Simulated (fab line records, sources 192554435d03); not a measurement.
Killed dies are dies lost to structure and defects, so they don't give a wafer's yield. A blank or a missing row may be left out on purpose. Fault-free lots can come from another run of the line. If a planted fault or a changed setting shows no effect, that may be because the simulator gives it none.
Split-lot trial + flow n5 finfet + 7 lots, 21 wafers read, on a route of 1938 steps

## THE SPLIT ITSELF
At N5_BEOL_M9_DESCUM_16 (chemistry O2, time 7.9 s), the setting time s was moved away from the recipe's 7.9 s on 5 of the 21 wafers read, by -20.2% to -6.1%. The other wafers ran this setting at the recipe's value.

No step appears in the file between the split and the reading.

## THE READING
CAR-ArF_of_BEOL_M9_COAT_05.thk nm (the simulator's own value, which no gauge read), in nm, at N5_BEOL_M9_ETCH_61 (etches SiARC in CF4, target depth 39 nm, time 65 s). The file does not state a usual value for it. The 16 wafers here that ran the recipe average 55.6 nm, standard deviation 0.27 nm.

| wafer  | tool, chamber at the split | time s as run, s | against the recipe | CAR-ArF_of_BEOL_M9_COAT_05.thk nm, nm | against lot-mates on the recipe |
|--------|----------------------------|------------------|--------------------|---------------------------------------|---------------------------------|
| L078.2 | rie diel-01, 1,2           | 7.9              | recipe             | 56                                    | -                               |
| L078.3 | rie diel-01, 1,2           | 7.9              | recipe             | 55.8                                  | -                               |
| L078.5 | rie diel-01, 2             | 6.386            | -19.2%             | 56.8                                  | +0.9                            |
| L077.1 | rie diel-03, 2             | 7.9              | recipe             | 55.4                                  | -                               |
| L077.3 | rie diel-03, 1,3           | 7.9              | recipe             | 55.8                                  | -                               |
| L077.5 | rie diel-03, 1,3           | 7.9              | recipe             | 55.6                                  | -                               |
| L085.2 | rie diel-01, 1,3           | 7.9              | recipe             | 55.4                                  | -                               |
| L085.4 | rie diel-01, 1,3           | 7.9              | recipe             | 55.6                                  | -                               |
| L085.5 | rie diel-01, 3             | 7.9              | recipe             | 55.8                                  | -                               |
| L086.1 | rie diel-01, 3             | 6.305            | -20.2%             | 55.8                                  | +0.8                            |
| L086.3 | rie diel-01, 1             | 6.305            | -20.2%             | 55.8                                  | +0.8                            |
| L086.4 | rie diel-01, 2             | 7.9              | recipe             | 55                                    | -                               |
| L089.2 | rie diel-03, 1,2           | 7.9              | recipe             | 56                                    | -                               |
| L089.3 | rie diel-03, 1,2           | 7.9              | recipe             | 55.8                                  | -                               |
| L089.5 | rie diel-03, 2             | 7.9              | recipe             | 55.8                                  | -                               |
| L091.2 | rie diel-05, 1             | 7.9              | recipe             | 55.4                                  | -                               |
| L091.4 | rie diel-05, 2             | 7.9              | recipe             | 55.2                                  | -                               |
| L091.5 | rie diel-05, 1             | 7.419            | -6.1%              | 55.6                                  | +0.3                            |
| L095.1 | rie diel-03, 2             | 6.382            | -19.2%             | 56.8                                  | +1.1                            |
| L095.3 | rie diel-03, 1,2           | 7.9              | recipe             | 55.6                                  | -                               |
| L095.6 | rie diel-03, 1,2           | 7.9              | recipe             | 55.8                                  | -                               |
If several chambers appear in one row, that row covers several wafers at once and the file leaves open which wafer was in which chamber.

FIT RESULTS
A straight line over all 21 wafers: CAR-ArF_of_BEOL_M9_COAT_05.thk nm changes by -0.0331 nm for each +1% of time s; r = -0.61; the points scatter about the line by 0.35 nm.
The same after taking each lot's own level away (the mean of its wafers on the recipe; 21 wafers): -0.0456 nm for each +1%; r = -0.94; scatter 0.13 nm.
That fit puts the effect of the largest move of time s on the reading at 0.92 nm.
The lots' own levels span 55.00 to 55.90 nm, that is 3.3 times the standard deviation above.
So the lot-to-lot level blurs the effect unless lot-mates are compared.
Check: +0.963 nm against its lot-mates is what the line predicts for one of the wafers moved furthest among these (-20.2%) when that wafer is left out of the fit. It came out at +0.8 nm against them.

## THE OTHER SPLITS THESE WAFERS WENT THROUGH
Note: prior to the reading, these wafers also went through further splits. Each is held against what the fit with the lots' levels taken away leaves over:
| other split on the same wafers | wafers away from the commonest value | r with CAR-ArF_of_BEOL_M9_COAT_05.thk nm (lot level and that fit taken away) |
|--------------------------------|--------------------------------------|------------------------------------------------------------------------------|
| N5_BEOL_M5_ETCH_41 source w    | 5                                    | -0.27                                                                        |
| N5_BEOL_M6_PECVD_70 temp c     | 7                                    | -0.01                                                                        |
| N5_BEOL_M6_COAT_59 spin rpm    | 7                                    | +0.02                                                                        |
| N5_BEOL_M7_EXPOSE_25 dose mj   | 11                                   | +0.27                                                                        |
| N5_BEOL_M8_EXPOSE_25 dose mj   | 9                                    | +0.00                                                                        |

## THE WHOLE CHAIN: every reading that the file lists as answering this split, in the file's order
| step                 | what it does                                       | reading                                                                            | change (the file's fit)                | r (the file's) |
|----------------------|----------------------------------------------------|------------------------------------------------------------------------------------|----------------------------------------|----------------|
| N5_BEOL_M9_DESCUM_16 | chemistry O2, time 7.9 s                           | CAR-ArF_of_BEOL_M9_COAT_05.thk nm (the simulator's own value, which no gauge read) | -0.0419 nm for each +1% of the setting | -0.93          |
| N5_BEOL_M9_ETCH_61   | etches SiARC in CF4, target depth 39 nm, time 65 s | CAR-ArF_of_BEOL_M9_COAT_05.thk nm (the simulator's own value, which no gauge read) | -0.0477 nm for each +1% of the setting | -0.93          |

## FILE'S OWN FIT
CAR-ArF_of_BEOL_M9_COAT_05.thk nm changes by -0.0477 nm for each +1% of time s, r = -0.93.
